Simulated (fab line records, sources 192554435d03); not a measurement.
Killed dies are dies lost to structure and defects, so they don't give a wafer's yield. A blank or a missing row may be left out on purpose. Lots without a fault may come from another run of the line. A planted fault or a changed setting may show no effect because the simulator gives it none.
Chamber matching | flow n5_finfet | N5_BEOL_M3_STRIP_19 on rie_diel-06: 4 sister chambers
The step strips in O2. 18 wafers are shown with their chamber, then 9 later ones without.

WAFERS WITH THEIR CHAMBER
wafer  | chamber | showerhead_plenum_p_Torr (Torr) | throttle_valve_pct (%) | oes_product_au (a.u.)
L076.1 | 3       | 2.14                            | 16.92                  | 0.80
L076.4 | 0       | 2.17                            | 17.04                  | 0.70
L076.6 | 2       | 2.01                            | 16.71                  | 0.77
L078.1 | 3       | 2.14                            | 16.92                  | 0.83
L078.3 | 1       | 2.15                            | 16.91                  | 0.68
L078.4 | 0       | 2.17                            | 17.06                  | 0.69
L084.3 | 2       | 2.00                            | 16.73                  | 0.76
L084.5 | 0       | 2.16                            | 17.08                  | 0.69
L084.6 | 3       | 2.13                            | 16.94                  | 0.81
L085.3 | 0       | 2.16                            | 17.10                  | 0.69
L085.4 | 0       | 2.16                            | 17.09                  | 0.68
L085.6 | 3       | 2.13                            | 16.94                  | 0.80
L089.2 | 0       | 2.16                            | 17.09                  | 0.68
L089.4 | 2       | 2.00                            | 16.75                  | 0.75
L089.5 | 3       | 2.13                            | 16.98                  | 0.80
L093.3 | 3       | 2.13                            | 16.97                  | 0.79
L093.5 | 3       | 2.13                            | 16.99                  | 0.79
L093.6 | 1       | 2.15                            | 16.48                  | 0.95

SIGNATURES (means of the wafers above)
reading                  | chamber 0 | chamber 1 | chamber 2 | chamber 3 | scatter within a chamber
showerhead_plenum_p_Torr | 2.1633    | 2.1500    | 2.0033    | 2.1329    | 0.00495
throttle_valve_pct       | 17.0767   | 16.6950   | 16.7300   | 16.9514   | 0.0848
oes_product_au           | 0.6883    | 0.8150    | 0.7600    | 0.8029    | 0.0522
Rule: a wafer's distance from a chamber is the root of the sum, over the readings, of the square of ((its reading less the chamber's mean) divided by the reading's scatter). The wafer belongs to the nearest chamber; if the next one is less than 2 further off, it can't be placed. The scatter: the root of (the sum of the squares of (reading less its chamber's mean) over the shown wafers, divided by (wafers less chambers)).

WAFERS WITHOUT THEIR CHAMBER
wafer  | showerhead_plenum_p_Torr (Torr) | throttle_valve_pct (%) | oes_product_au (a.u.)
L095.1 | 2.13                            | 16.98                  | 0.79
L095.4 | 2.13                            | 16.98                  | 0.79
L095.6 | 2.00                            | 16.79                  | 0.75
L079.1 | 2.13                            | 16.97                  | 0.79
L079.2 | 2.00                            | 16.79                  | 0.75
L079.6 | 2.15                            | 16.47                  | 0.93
L094.1 | 2.13                            | 16.99                  | 0.77
L094.2 | 2.16                            | 16.67                  | 0.94
L094.6 | 2.13                            | 16.99                  | 0.77

WHICH CHAMBER EACH WENT THROUGH
wafer  | from the rows above | in truth
L095.1 | 3                   | 3
L095.4 | 3                   | 3
L095.6 | 2                   | 2
L079.1 | 3                   | 3
L079.2 | 2                   | 2
L079.6 | 1                   | 1
L094.1 | 3                   | 3
L094.2 | 1                   | 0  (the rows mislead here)
L094.6 | 3                   | 3
Placed correctly: 8 of 9. Can't be placed from these rows: 0. Placed wrongly: 1.
